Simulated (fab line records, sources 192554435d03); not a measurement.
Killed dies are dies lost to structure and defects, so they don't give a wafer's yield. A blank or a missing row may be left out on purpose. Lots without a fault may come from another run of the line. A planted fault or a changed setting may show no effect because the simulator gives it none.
Which tool did it? | flow n5_finfet | 11 lots, 29 wafers sampled, at 4 steps of a route of 1938

WHAT THE GAUGES READ, wafer by wafer
N5_BEOL_M15_OVL_MEAS_29.
lot  | measured     | on         | M15_OVL (nm)
L262 | day 11 23:29 | overlay-01 | -6 -9
L265 | day 12 15:53 | overlay-02 | 4 -4 3
L264 | day 13 01:50 | overlay-02 | -3 3
L267 | day 13 05:40 | overlay-01 | -1 3 3
L270 | day 14 01:51 | overlay-02 | -7 -5 8
L266 | day 14 07:45 | overlay-01 | -8 -5 -3
L274 | day 15 08:44 | overlay-02 | 106 102 109
L276 | day 15 15:33 | overlay-01 | 116 123 117
L278 | day 16 15:42 | overlay-01 | 9 11 10
L279 | day 16 22:46 | overlay-01 | -3 3
L285 | day 18 08:45 | overlay-02 | 3 3

WHICH TOOL RAN EACH LOT (tool, then ch and the chambers of the sampled wafers, then the start)
lot  | N5_BEOL_M15_DESCUM_15              | N5_BEOL_M15_STRIP_64                          | N5_BEOL_M15_EXPOSE_25
L262 | rie_diel-02 ch 1,2, day 11 21:55   | rie_diel-02 ch 1,2, day 11 23:19 or earlier   | krf_scanner-01 ch 0, day 11 23:19
L265 | rie_diel-03 ch 1,2, day 12 14:21   | rie_diel-03 ch 1,2, day 12 15:41 or earlier   | krf_scanner-02 ch 0, day 12 15:41
L264 | rie_diel-02 ch 1,2, day 13 00:26   | rie_diel-02 ch 1,2, day 13 01:39 or earlier   | krf_scanner-02 ch 0, day 13 01:39
L267 | rie_diel-01 ch 1,2, day 13 04:08   | rie_diel-01 ch 1,2, day 13 05:28 or earlier   | krf_scanner-01 ch 0, day 13 05:28
L270 | rie_diel-02 ch 2,3, day 14 00:12   | rie_diel-02 ch 2,3, day 14 01:39 or earlier   | krf_scanner-02 ch 0, day 14 01:39
L266 | rie_diel-02 ch 1,2,3, day 14 06:13 | rie_diel-02 ch 1,2,3, day 14 07:33 or earlier | krf_scanner-01 ch 0, day 14 07:33
L274 | rie_diel-02 ch 0,2, day 15 07:20   | rie_diel-02 ch 0,2, day 15 08:32 or earlier   | krf_scanner-01 ch 0, day 15 08:32
L276 | rie_diel-01 ch 0,2,3, day 15 14:08 | rie_diel-01 ch 0,2,3, day 15 15:21 or earlier | krf_scanner-01 ch 0, day 15 15:21
L278 | rie_diel-03 ch 1,2,3, day 16 14:10 | rie_diel-03 ch 1,2,3, day 16 15:29 or earlier | krf_scanner-02 ch 0, day 16 15:29
L279 | rie_diel-03 ch 0,2, day 16 21:21   | rie_diel-03 ch 0,2, day 16 22:33 or earlier   | krf_scanner-02 ch 0, day 16 22:33
L285 | rie_diel-01 ch 1,3, day 18 07:13   | rie_diel-01 ch 1,3, day 18 08:33 or earlier   | krf_scanner-02 ch 0, day 18 08:33
- N5_BEOL_M15_DESCUM_15: chemistry O2, time 7.9 s.
- N5_BEOL_M15_STRIP_64: strips in O2.
- N5_BEOL_M15_EXPOSE_25: exposes mask M15, target cd 400 nm.

WHAT THE TOOLS THEMSELVES READ (means of the sampled wafers that have a number; where no wafer has one, the mark that the record gives instead)
N5_BEOL_M15_DESCUM_15.
lot  | tool        | drypump_motor_current_A (A) | oes_product_au (a.u.) | rf_vpp_V (V) | showerhead_plenum_p_Torr (Torr) | throttle_valve_pct (%)
L262 | rie_diel-02 | 5.8                         | 0.84                  | 243.6        | 2.11                            | 20.66
L265 | rie_diel-03 | 6.3                         | 0.77                  | 242.1        | 2.06                            | 20.46
L264 | rie_diel-02 | 5.7                         | 0.83                  | 243.3        | 2.10                            | 20.68
L267 | rie_diel-01 | 6.0                         | 0.75                  | 243.1        | 2.12                            | 20.60
L270 | rie_diel-02 | 5.7                         | 0.87                  | 244.0        | 2.12                            | 20.30
L266 | rie_diel-02 | 5.8                         | 0.78                  | 242.3        | 2.06                            | 20.51
L274 | rie_diel-02 | 6.4                         | 0.85                  | 244.1        | 2.15                            | 20.27
L276 | rie_diel-01 | 6.0                         | 0.74                  | 244.1        | 2.09                            | 20.30
L278 | rie_diel-03 | 6.3                         | 0.89                  | 243.2        | 2.08                            | 20.29
L279 | rie_diel-03 | 5.9                         | 0.81                  | 242.6        | 2.08                            | 20.46
L285 | rie_diel-01 | 6.0                         | 0.89                  | 242.9        | 2.04                            | 20.37

N5_BEOL_M15_STRIP_64.
lot  | tool        | drypump_motor_current_A (A) | oes_product_au (a.u.) | rf_vpp_V (V) | showerhead_plenum_p_Torr (Torr) | throttle_valve_pct (%)
L262 | rie_diel-02 | 5.7                         | 0.84                  | 4.1          | 2.11                            | 16.86
L265 | rie_diel-03 | 6.3                         | 0.76                  | 3.8          | 2.07                            | 16.74
L264 | rie_diel-02 | 5.7                         | 0.83                  | 3.7          | 2.11                            | 16.87
L267 | rie_diel-01 | 6.0                         | 0.75                  | 3.7          | 2.12                            | 16.85
L270 | rie_diel-02 | 5.8                         | 0.86                  | 4.0          | 2.13                            | 16.55
L266 | rie_diel-02 | 5.8                         | 0.78                  | 4.1          | 2.06                            | 16.75
L274 | rie_diel-02 | 6.3                         | 0.84                  | 3.7          | 2.15                            | 16.50
L276 | rie_diel-01 | 6.0                         | 0.75                  | 3.9          | 2.10                            | 16.62
L278 | rie_diel-03 | 6.3                         | 0.90                  | 3.4          | 2.09                            | 16.48
L279 | rie_diel-03 | 5.9                         | 0.80                  | 3.2          | 2.09                            | 16.67
L285 | rie_diel-01 | 6.0                         | 0.89                  | 3.4          | 2.04                            | 16.59

N5_BEOL_M15_EXPOSE_25.
lot  | tool           | reticle_temp_C (C) | stage_vel_mm_s (mm/s)
L262 | krf_scanner-01 | 22.99              | 500.00
L265 | krf_scanner-02 | 23.13              | 500.39
L264 | krf_scanner-02 | 23.01              | 499.96
L267 | krf_scanner-01 | 23.04              | 499.92
L270 | krf_scanner-02 | 22.98              | 499.91
L266 | krf_scanner-01 | 23.02              | 500.29
L274 | krf_scanner-01 | 22.98              | 499.94
L276 | krf_scanner-01 | 22.91              | 500.12
L278 | krf_scanner-02 | 23.02              | 500.16
L279 | krf_scanner-02 | 22.98              | 499.79
L285 | krf_scanner-02 | 22.93              | 500.06

THE ANSWER, worked out from the rows above alone
Rule: what is usual is taken from the lots themselves. Put in order of their means at a reading, lots are off if they are a third of the lots or fewer, leave a main group of 4 or more, and stand apart from it by a gap of 3 or more times the standard deviation of the main group's means; of several such gaps the widest counts. A main group whose means are all the same, to the digits that the tables above print for the reading, isn't used. A lot without any number at a reading at which 4 lots or more have one is off too. The other lots that the step has rows for count as sound. The gauges are gone through in route order, then the tools' own readings, and for those a lot's mean is taken as printed above. The first step at which some lot is off is used, and at that step the reading that is off furthest; a lot without a number counts as furthest.
Off: L274, L276, at N5_BEOL_M15_OVL_MEAS_29 (M15_OVL). The main group: mean 0 nm, standard deviation 4.7.
A tool fits if, at a process step before that reading, it ran every lot that is off, and no sound lot after the first of them. The gauges at N5_BEOL_M15_OVL_MEAS_29 are tried like those tools. N5_BEOL_M15_STRIP_64 gives no start for some lots, so the hours and the order of its lots are those of N5_BEOL_M15_EXPOSE_25. One fits: krf_scanner-01 at N5_BEOL_M15_EXPOSE_25. Its last sound lot is L266 (day 14 07:33), its first lot that is off L274 (day 15 08:32): a fault that began between those two fits.

WHAT THE SIMULATOR HAD PUT IN
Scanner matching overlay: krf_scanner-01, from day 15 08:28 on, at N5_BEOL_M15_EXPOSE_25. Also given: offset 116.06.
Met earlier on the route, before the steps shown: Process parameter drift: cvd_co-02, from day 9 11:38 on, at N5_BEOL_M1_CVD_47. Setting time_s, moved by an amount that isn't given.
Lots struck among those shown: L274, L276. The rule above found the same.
